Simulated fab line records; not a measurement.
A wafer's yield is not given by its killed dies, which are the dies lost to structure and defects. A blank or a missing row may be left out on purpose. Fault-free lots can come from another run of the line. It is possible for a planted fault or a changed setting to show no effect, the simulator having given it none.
The same fault as seen by 2 desks	flow n5 finfet	each desk holds nothing but its own numbers, with what lay behind them at the end

== FOR THE TOOL OWNER'S DESK: krf scanner-02 ==
The tool's own readings at N5_BEOL_M14_EXPOSE_25 (exposes mask M14, target cd 280 nm): means of the sampled wafers that have a number, for each lot that ran on this tool. Any lot whose mean is over 4 standard deviations away from the usual mean is out of limits and marked OUT; that distance is given in the brackets.
Columns: A = reticle temp C at N5_BEOL_M14_EXPOSE_25, usual 23.03 C
lot	first seen here	A
L498	day 11 07:47	22.94
L500	day 11 15:36	22.92
L504	day 12 11:32	22.98
L512	day 15 05:11	23.17
L514	day 15 05:40	23.04
This desk's finding: nothing out of limits on any of the 5 lots.

== FROM THE METROLOGY DESK ==
What the gauges read, lot by lot, whatever tool the lot ran on: means of the sampled wafers that have a number. Any lot whose mean is over 4 standard deviations away from the usual mean is out of limits and marked OUT; that distance is given in the brackets.
Columns: A = M14_OVL at N5_BEOL_M14_OVL_MEAS_29, usual -1 nm
lot	first seen here	A
L497	day 10 14:39	-3
L498	day 11 07:59	3
L502	day 11 15:34	-3
L500	day 11 15:47	-2
L504	day 12 11:43	-4
L512	day 15 05:23	34 (+6.2) OUT
L514	day 15 05:52	32 (+5.8) OUT
L515	day 15 14:34	5
L520	day 16 18:05	-5
Per this desk, out of limits: L512, L514; the first was L512, day 15 05:23 (M14_OVL at N5_BEOL_M14_OVL_MEAS_29). In limits: L497, L498, L502, L500, L504, L515, L520.

== ALL TOGETHER ==
L512, L514 would have let the metrology desk raise an alarm at day 15 05:23.
Nothing out of limits was seen by the tool owner's desk.
Tool owner's desk: L512, L514 on record, inside its limits.
Every lot named ran N5_BEOL_M14_EXPOSE_25 on krf scanner-02.

== WHAT WAS PUT IN BY THE SIMULATOR ==
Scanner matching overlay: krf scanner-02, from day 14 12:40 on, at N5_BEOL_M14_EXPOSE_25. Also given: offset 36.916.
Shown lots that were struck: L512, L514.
Per desk, hours elapsed from the start of the fault to the first reading out of limits: for the metrology desk, 17.
